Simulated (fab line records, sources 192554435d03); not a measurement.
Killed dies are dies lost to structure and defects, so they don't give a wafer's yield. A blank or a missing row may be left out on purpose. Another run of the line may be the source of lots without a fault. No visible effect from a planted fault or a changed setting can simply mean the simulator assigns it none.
Which of the tools did it? | flow n5-finfet | 24 lots with 72 wafers sampled at 6 steps, on a route of 1938 steps

## WHAT THE GAUGES READ, wafer by wafer
N5_BEOL_M6_RS_MEAS_57: uses a four-point probe to measure. Usual: M6_RS 0.281 ohm/sq, standard deviation 0.0084.
lot  | measured     | on            | M6_RS (ohm/sq)    | flag
L075 | day 9 00:36  | film-metro-02 | 0.269 0.268 0.272 |
L074 | day 9 01:11  | film-metro-01 | 0.285 0.281 0.289 |
L077 | day 9 15:50  | film-metro-01 | 0.267 0.272 0.269 |
L078 | day 9 19:52  | film-metro-02 | 0.276 0.273 0.276 |
L079 | day 9 21:34  | film-metro-02 | 0.279 0.292 0.285 |
L076 | day 9 22:19  | film-metro-01 | 0.287 0.267 0.274 |
L081 | day 10 04:21 | film-metro-01 | 0.285 0.283 0.283 |
L080 | day 10 05:17 | film-metro-01 | 0.265 0.271 0.273 |
L082 | day 10 16:07 | film-metro-02 | 0.294 0.280 0.292 |
L083 | day 10 22:58 | film-metro-02 | 0.281 0.287 0.294 |
L084 | day 11 09:20 | film-metro-01 | 0.283 0.281 0.290 |
L085 | day 11 16:23 | film-metro-02 | 0.283 0.288 0.297 |
L087 | day 11 21:43 | film-metro-02 | 0.272 0.285 0.275 |
L086 | day 12 05:08 | film-metro-02 | 0.287 0.286 0.284 |
L088 | day 12 05:20 | film-metro-01 | 0.277 0.272 0.288 |
L089 | day 12 10:20 | film-metro-02 | 0.281 0.279 0.279 |
L090 | day 12 18:43 | film-metro-02 | 0.273 0.264 0.275 |
L091 | day 12 20:50 | film-metro-02 | 0.297 0.294 0.291 |
L093 | day 13 08:28 | film-metro-02 | 0.296 0.287 0.284 |
L092 | day 13 14:10 | film-metro-02 | 0.282 0.292 0.293 |
L094 | day 13 23:44 | film-metro-02 | 0.277 0.289 0.270 |
L095 | day 14 02:46 | film-metro-02 | 0.287 0.287 0.286 |
L096 | day 14 02:58 | film-metro-02 | 0.289 0.281 0.289 |
L097 | day 14 08:21 | film-metro-01 | 0.280 0.277 0.286 |

N5_BEOL_M7_THK_MEAS_01. Usual: M7_ILD_THK 154.6 nm, standard deviation 2.1.
lot  | measured     | on            | M7_ILD_THK (nm)   | flag
L075 | day 9 01:14  | film-metro-02 | 152.8 153.0 156.5 |
L074 | day 9 01:50  | film-metro-01 | 157.1 156.3 157.1 |
L077 | day 9 16:30  | film-metro-01 | 151.4 153.9 151.5 |
L078 | day 9 20:31  | film-metro-02 | 151.0 154.4 153.5 |
L079 | day 9 22:16  | film-metro-02 | 152.3 155.2 155.2 |
L076 | day 9 22:57  | film-metro-02 | 155.8 154.9 154.1 |
L081 | day 10 05:41 | film-metro-01 | 153.8 158.0 159.8 |
L080 | day 10 06:48 | film-metro-02 | 152.7 154.5 156.2 |
L082 | day 10 17:14 | film-metro-01 | 150.7 154.3 154.0 |
L083 | day 10 23:36 | film-metro-02 | 153.8 153.8 156.6 |
L084 | day 11 09:59 | film-metro-02 | 154.8 158.3 155.7 |
L085 | day 11 17:02 | film-metro-01 | 155.1 154.6 156.6 |
L087 | day 11 22:22 | film-metro-02 | 156.0 156.1 156.5 |
L086 | day 12 05:47 | film-metro-02 | 154.2 154.7 157.0 |
L088 | day 12 05:58 | film-metro-02 | 155.7 153.9 157.5 |
L089 | day 12 10:58 | film-metro-01 | 152.7 153.5 154.6 |
L090 | day 12 19:27 | film-metro-01 | 151.9 155.7 154.6 |
L091 | day 12 21:28 | film-metro-02 | 152.6 154.2 158.5 |
L093 | day 13 09:06 | film-metro-02 | 153.2 153.4 157.7 |
L092 | day 13 14:49 | film-metro-02 | 150.5 153.5 154.4 |
L094 | day 14 00:22 | film-metro-02 | 155.4 156.4 157.8 |
L095 | day 14 03:24 | film-metro-02 | 152.9 151.2 156.4 |
L096 | day 14 04:05 | film-metro-02 | 153.8 151.8 156.3 |
L097 | day 14 09:28 | film-metro-02 | 152.5 155.3 154.9 |

N5_BEOL_M7_CD_MEAS_35: target cd 40 nm. Usual: cd-nm at 40.2 nm, with a standard deviation of 0.61.
lot  | measured     | on        | cd-nm (nm)     | flag
L075 | day 9 06:35  | cd-sem-03 | 41.2 40.7 40.3 |
L074 | day 9 06:50  | cd-sem-02 | 40.5 40.3 40.5 |
L077 | day 9 19:25  | cd-sem-02 | 40.1 40.6 39.9 |
L078 | day 9 22:47  | cd-sem-01 | 40.9 41.3 40.3 |
L079 | day 10 02:07 | cd-sem-03 | 40.5 40.8 40.8 |
L076 | day 10 02:55 | cd-sem-02 | 39.9 40.6 40.1 |
L081 | day 10 10:34 | cd-sem-02 | 39.9 40.0 40.4 |
L080 | day 10 12:28 | cd-sem-03 | 39.3 41.2 41.3 |
L082 | day 10 22:16 | cd-sem-03 | 40.4 40.1 40.0 |
L083 | day 11 05:22 | cd-sem-01 | 39.4 39.5 39.0 |
L084 | day 11 13:08 | cd-sem-02 | 40.7 40.6 41.3 |
L085 | day 11 20:11 | cd-sem-03 | 40.1 38.8 40.9 |
L087 | day 12 02:24 | cd-sem-02 | 40.9 40.5 40.0 |
L086 | day 12 12:16 | cd-sem-02 | 40.1 39.5 40.1 |
L088 | day 12 11:51 | cd-sem-03 | 39.7 39.4 40.5 |
L089 | day 12 16:40 | cd-sem-02 | 39.1 39.9 40.7 |
L090 | day 12 23:02 | cd-sem-02 | 39.4 40.4 38.6 |
L091 | day 13 00:35 | cd-sem-03 | 40.8 40.5 41.0 |
L093 | day 13 17:13 | cd-sem-02 | 39.4 40.8 40.1 |
L092 | day 13 21:50 | cd-sem-01 | 39.4 39.9 39.6 |
L094 | day 14 04:35 | cd-sem-03 | 40.4 39.7 40.3 |
L095 | day 14 06:54 | cd-sem-03 | 39.5 40.8 39.6 |
L096 | day 14 07:04 | cd-sem-02 | 39.8 39.2 39.7 |
L097 | day 14 13:53 | cd-sem-03 | 40.9 41.0 41.7 |

## WHICH TOOL RAN EACH LOT (tool, then ch and the chambers of the sampled wafers, then the start)
lot  | N5_BEOL_M6_CMP_52             | N5_BEOL_M7_HM_DEP_02         | N5_BEOL_M7_HM_OPEN_17
L075 | cmp-04 ch 1,3, day 9 00:13    | pvd-sputter-02, day 9 02:58  | rie-metal-02 ch 0,1, day 9 03:51
L074 | cmp-01 ch 0,1,3, day 9 00:46  | pvd-sputter-01, day 9 03:01  | rie-metal-02 ch 0,1, day 9 04:10
L077 | cmp-04 ch 1,2,3, day 9 15:29  | pvd-sputter-01, day 9 16:50  | rie-metal-03 ch 0, day 9 17:46
L078 | cmp-04 ch 0,2, day 9 19:26    | pvd-sputter-03, day 9 20:43  | rie-metal-02 ch 0, day 9 21:29
L079 | cmp-04 ch 0,1,3, day 9 21:08  | pvd-sputter-03, day 9 23:09  | rie-metal-01 ch 1, day 10 00:26
L076 | cmp-04 ch 0,2,3, day 9 21:55  | pvd-sputter-03, day 9 23:31  | rie-metal-03 ch 0,1, day 10 00:39
L081 | cmp-01 ch 0,2,3, day 10 03:58 | pvd-sputter-02, day 10 08:01 | rie-metal-03 ch 0,1, day 10 09:04
L080 | cmp-01 ch 0,1,3, day 10 04:56 | pvd-sputter-01, day 10 08:19 | rie-metal-02 ch 0, day 10 09:21
L082 | cmp-02 ch 1,2,3, day 10 15:44 | pvd-sputter-01, day 10 18:24 | rie-metal-02 ch 0, day 10 19:08
L083 | cmp-02 ch 1,2, day 10 22:32   | pvd-sputter-01, day 11 01:40 | rie-metal-01 ch 0, day 11 02:25
L084 | cmp-01 ch 0,1,2, day 11 08:59 | pvd-sputter-03, day 11 10:34 | rie-metal-02 ch 0,1, day 11 11:49
L085 | cmp-01 ch 0,3, day 11 15:58   | pvd-sputter-01, day 11 17:55 | rie-metal-01 ch 0,1, day 11 18:43
L087 | cmp-02 ch 0,1,3, day 11 21:22 | pvd-sputter-01, day 11 22:35 | rie-metal-02 ch 1, day 11 23:29
L086 | cmp-04 ch 0,1,3, day 12 04:43 | pvd-sputter-01, day 12 06:55 | rie-metal-01 ch 0,1, day 12 07:47
L088 | cmp-02 ch 1,3, day 12 04:56   | pvd-sputter-01, day 12 07:01 | rie-metal-03 ch 0,1, day 12 07:58
L089 | cmp-04 ch 1,2,3, day 12 09:59 | pvd-sputter-02, day 12 12:16 | rie-metal-01 ch 0,1, day 12 13:39
L090 | cmp-04 ch 0,1,3, day 12 18:22 | pvd-sputter-01, day 12 19:33 | rie-metal-02 ch 0,1, day 12 20:19
L091 | cmp-01 ch 0,2,3, day 12 20:24 | pvd-sputter-02, day 12 22:31 | rie-metal-02 ch 0,1, day 12 23:15
L093 | cmp-02 ch 0,1,3, day 13 07:43 | pvd-sputter-03, day 13 09:50 | rie-metal-03 ch 0,1, day 13 10:47
L092 | cmp-04 ch 1,2,3, day 13 13:46 | pvd-sputter-02, day 13 17:18 | rie-metal-02 ch 0,1, day 13 18:10
L094 | cmp-02 ch 1,2,3, day 13 23:25 | pvd-sputter-02, day 14 01:11 | rie-metal-01 ch 0,1, day 14 02:02
L095 | cmp-01 ch 0,1,2, day 14 02:22 | pvd-sputter-02, day 14 04:37 | rie-metal-03 ch 1, day 14 05:29
L096 | cmp-01 ch 0,1, day 14 02:33   | pvd-sputter-01, day 14 04:42 | rie-metal-01 ch 0,1, day 14 05:39
L097 | cmp-01 ch 0,2,3, day 14 08:00 | pvd-sputter-02, day 14 10:30 | rie-metal-01 ch 0,1, day 14 11:38
- N5_BEOL_M6_CMP_52: polishes, stops on SiCOH lowk, t overpolish 6.9 s, target thk 80 nm.
- N5_BEOL_M7_HM_DEP_02: deposits TiN, target thk 20 nm.
- N5_BEOL_M7_HM_OPEN_17: chemistry Cl2/BCl3, target TiN, target depth 20 nm, overetch 6 nm.

## AS READ BY THE TOOLS THEMSELVES (means over the sampled wafers that have a number; for cases with no such wafer, the mark the record gives instead)
N5_BEOL_M6_CMP_52. Usual: barrier-field-endpoint-s 29.1 s, standard deviation 0.71; clearing-platen-down-force-psi 1.500 psi, standard deviation 0.0032; edge-zone-pressure-frac 1.001, standard deviation 0.005; motor-current-A 5.9 A, standard deviation 0.68; overpolish-run-s 6.900 s, standard deviation 0.009; pad-life-wafers 963, standard deviation 560; retaining-ring-pressure-frac 1.000, standard deviation 0.005; slurry-flow-ml-min 149.9, standard deviation 0.48; time-to-endpoint-s 64 s, standard deviation 3.6.
lot  | tool   | barrier-field-endpoint-s (s) | clearing-platen-down-force-psi (psi) | edge-zone-pressure-frac | motor-current-A (A) | overpolish-run-s (s) | pad-life-wafers | retaining-ring-pressure-frac | slurry-flow-ml-min | time-to-endpoint-s (s) | flag
L075 | cmp-04 | 29.9                         | 1.502                                | 1.002                   | 6.1                 | 6.901                | 1106            | 1.000                        | 149.9              | 68                     |
L074 | cmp-01 | 29.1                         | 1.501                                | 1.004                   | 5.6                 | 6.895                | 1880            | 1.002                        | 150.0              | 67                     |
L077 | cmp-04 | 29.2                         | 1.496                                | 1.000                   | 5.7                 | 6.905                | 1226            | 0.997                        | 149.9              | 67                     |
L078 | cmp-04 | 29.3                         | 1.501                                | 0.999                   | 5.3                 | 6.894                | 1255            | 0.994                        | 149.8              | 64                     |
L079 | cmp-04 | 28.9                         | 1.501                                | 1.001                   | 6.0                 | 6.903                | 1285            | 0.997                        | 149.7              | 67                     |
L076 | cmp-04 | 29.5                         | 1.497                                | 1.002                   | 5.6                 | 6.901                | 1298            | 0.998                        | 149.9              | 70                     |
L081 | cmp-01 | 29.0                         | 1.503                                | 0.999                   | 6.0                 | 6.900                | 50              | 1.001                        | 150.0              | 62                     |
L080 | cmp-01 | 28.8                         | 1.497                                | 1.000                   | 5.4                 | 6.893                | 62              | 1.004                        | 149.9              | 63                     |
L082 | cmp-02 | 28.5                         | 1.498                                | 1.001                   | 6.1                 | 6.899                | 398             | 0.997                        | 149.8              | 59                     |
L083 | cmp-02 | 29.4                         | 1.502                                | 1.000                   | 5.9                 | 6.898                | 458             | 1.002                        | 149.8              | 61                     |
L084 | cmp-01 | 29.2                         | 1.498                                | 1.002                   | 6.3                 | 6.903                | 332             | 1.002                        | 149.7              | 64                     |
L085 | cmp-01 | 28.9                         | 1.498                                | 1.000                   | 5.1                 | 6.895                | 390             | 1.003                        | 150.1              | 61                     |
L087 | cmp-02 | 28.6                         | 1.500                                | 1.005                   | 6.3                 | 6.894                | 632             | 1.005                        | 150.5              | 63                     |
L086 | cmp-04 | 29.6                         | 1.499                                | 1.004                   | 5.8                 | 6.908                | 1681            | 1.003                        | 150.0              | 65                     |
L088 | cmp-02 | 28.4                         | 1.503                                | 0.996                   | 6.3                 | 6.908                | 716             | 0.996                        | 150.0              | 62                     |
L089 | cmp-04 | 29.2                         | 1.505                                | 1.002                   | 5.8                 | 6.906                | 1730            | 1.005                        | 150.3              | 67                     |
L090 | cmp-04 | 29.3                         | 1.502                                | 1.005                   | 5.7                 | 6.903                | 1790            | 1.004                        | 149.7              | 66                     |
L091 | cmp-01 | 28.7                         | 1.495                                | 1.005                   | 6.0                 | 6.902                | 614             | 1.001                        | 149.2              | 61                     |
L093 | cmp-02 | 28.9                         | 1.500                                | 1.000                   | 6.2                 | 6.899                | 973             | 1.002                        | 149.8              | 64                     |
L092 | cmp-04 | 29.4                         | 1.502                                | 0.999                   | 5.7                 | 6.898                | 1970            | 1.000                        | 149.9              | 66                     |
L094 | cmp-02 | 28.7                         | 1.498                                | 0.999                   | 6.0                 | 6.897                | 1119            | 1.003                        | 149.4              | 61                     |
L095 | cmp-01 | 29.8                         | 1.499                                | 0.999                   | 6.4                 | 6.908                | 698             | 1.004                        | 150.6              | 62                     |
L096 | cmp-01 | 28.5                         | 1.498                                | 0.999                   | 6.0                 | 6.907                | 702             | 0.997                        | 150.1              | 61                     |
L097 | cmp-01 | 29.6                         | 1.502                                | 0.998                   | 5.9                 | 6.905                | 746             | 0.998                        | 150.0              | 61                     |

N5_BEOL_M7_HM_DEP_02. Usual: throttle-valve-pct at 30.0 %, with a standard deviation of 1.5.
lot  | tool           | throttle-valve-pct (%) | flag
L075 | pvd-sputter-02 | 31.2                   |
L074 | pvd-sputter-01 | 30.3                   |
L077 | pvd-sputter-01 | 30.2                   |
L078 | pvd-sputter-03 | 30.1                   |
L079 | pvd-sputter-03 | 30.4                   |
L076 | pvd-sputter-03 | 30.9                   |
L081 | pvd-sputter-02 | 30.1                   |
L080 | pvd-sputter-01 | 29.7                   |
L082 | pvd-sputter-01 | 29.2                   |
L083 | pvd-sputter-01 | 30.3                   |
L084 | pvd-sputter-03 | 30.8                   |
L085 | pvd-sputter-01 | 29.4                   |
L087 | pvd-sputter-01 | 29.5                   |
L086 | pvd-sputter-01 | 29.1                   |
L088 | pvd-sputter-01 | 30.1                   |
L089 | pvd-sputter-02 | 28.4                   |
L090 | pvd-sputter-01 | 29.2                   |
L091 | pvd-sputter-02 | 31.8                   |
L093 | pvd-sputter-03 | 30.7                   |
L092 | pvd-sputter-02 | 30.7                   |
L094 | pvd-sputter-02 | 30.8                   |
L095 | pvd-sputter-02 | 30.1                   |
L096 | pvd-sputter-01 | 29.8                   |
L097 | pvd-sputter-02 | 31.3                   |

N5_BEOL_M7_HM_OPEN_17. Usual: drypump-motor-current-A 5.9 A, standard deviation 0.47; mfc-cl2-sccm 53.28 sccm, standard deviation 0.15; oes_ar_750_au 0.78 a.u., standard deviation 0.11; oes-product-au 0.67 a.u., standard deviation 0.088; throttle-valve-pct 22.17 %, standard deviation 0.22.
lot  | tool         | drypump-motor-current-A (A) | mfc-cl2-sccm (sccm) | oes_ar_750_au (a.u.) | oes-product-au (a.u.) | throttle-valve-pct (%) | flag
L075 | rie-metal-02 | 5.7                         | 53.27               | 0.71                 | 0.60                  | 22.24                  |
L074 | rie-metal-02 | 5.7                         | 53.20               | 0.71                 | 0.61                  | 22.23                  |
L077 | rie-metal-03 | 5.6                         | 53.39               | 0.70                 | 0.60                  | 22.39                  |
L078 | rie-metal-02 | 6.0                         | 53.39               | 0.75                 | 0.65                  | 22.15                  |
L079 | rie-metal-01 | 6.5                         | 53.30               | 0.61                 | 0.52                  | 22.65                  |
L076 | rie-metal-03 | 5.8                         | 53.19               | 0.80                 | 0.69                  | 21.95                  |
L081 | rie-metal-03 | 5.7                         | 53.27               | 0.75                 | 0.65                  | 22.16                  |
L080 | rie-metal-02 | 6.0                         | 53.28               | 0.74                 | 0.65                  | 22.15                  |
L082 | rie-metal-02 | 6.0                         | 53.14               | 0.74                 | 0.64                  | 22.15                  |
L083 | rie-metal-01 | 6.4                         | 53.40               | 0.73                 | 0.64                  | 22.08                  |
L084 | rie-metal-02 | 5.7                         | 53.49               | 0.82                 | 0.70                  | 22.14                  |
L085 | rie-metal-01 | 6.5                         | 53.23               | 0.88                 | 0.75                  | 22.19                  |
L087 | rie-metal-02 | 5.1                         | 53.34               | 0.99                 | 0.80                  | 22.17                  |
L086 | rie-metal-01 | 6.4                         | 53.20               | 0.80                 | 0.68                  | 22.15                  |
L088 | rie-metal-03 | 5.7                         | 53.33               | 0.78                 | 0.69                  | 21.96                  |
L089 | rie-metal-01 | 6.5                         | 53.31               | 0.86                 | 0.73                  | 22.21                  |
L090 | rie-metal-02 | 5.7                         | 53.24               | 0.80                 | 0.68                  | 22.16                  |
L091 | rie-metal-02 | 5.7                         | 53.33               | 0.80                 | 0.68                  | 22.16                  |
L093 | rie-metal-03 | 5.8                         | 53.26               | 0.77                 | 0.68                  | 21.95                  |
L092 | rie-metal-02 | 5.8                         | 53.33               | 0.80                 | 0.68                  | 22.17                  |
L094 | rie-metal-01 | 6.4                         | 53.26               | 0.78                 | 0.66                  | 22.17                  |
L095 | rie-metal-03 | 5.9                         | 53.25               | 0.81                 | 0.71                  | 21.73                  |
L096 | rie-metal-01 | 6.5                         | 53.24               | 0.84                 | 0.72                  | 22.20                  |
L097 | rie-metal-01 | 6.4                         | 53.14               | 0.77                 | 0.67                  | 22.16                  |

## THE ANSWER, worked out from the rows above alone
Rule: a lot counts as off when the mean over its wafers that have a number is more than 3 standard deviations away from the usual mean. A lot without any number at a reading at which 4 lots or more have one is off too. Any other lot the step has rows for is counted as sound. Order of review: gauges by route order, followed by the tools' own readings, for which a lot's mean as printed above is used. At the first step where some lot is off, the reading lying furthest off is the one used; lots without a number count as furthest.
Across all readings shown, no lot is off: no conclusion can be drawn from this.

## WHAT THE SIMULATOR PUT IN
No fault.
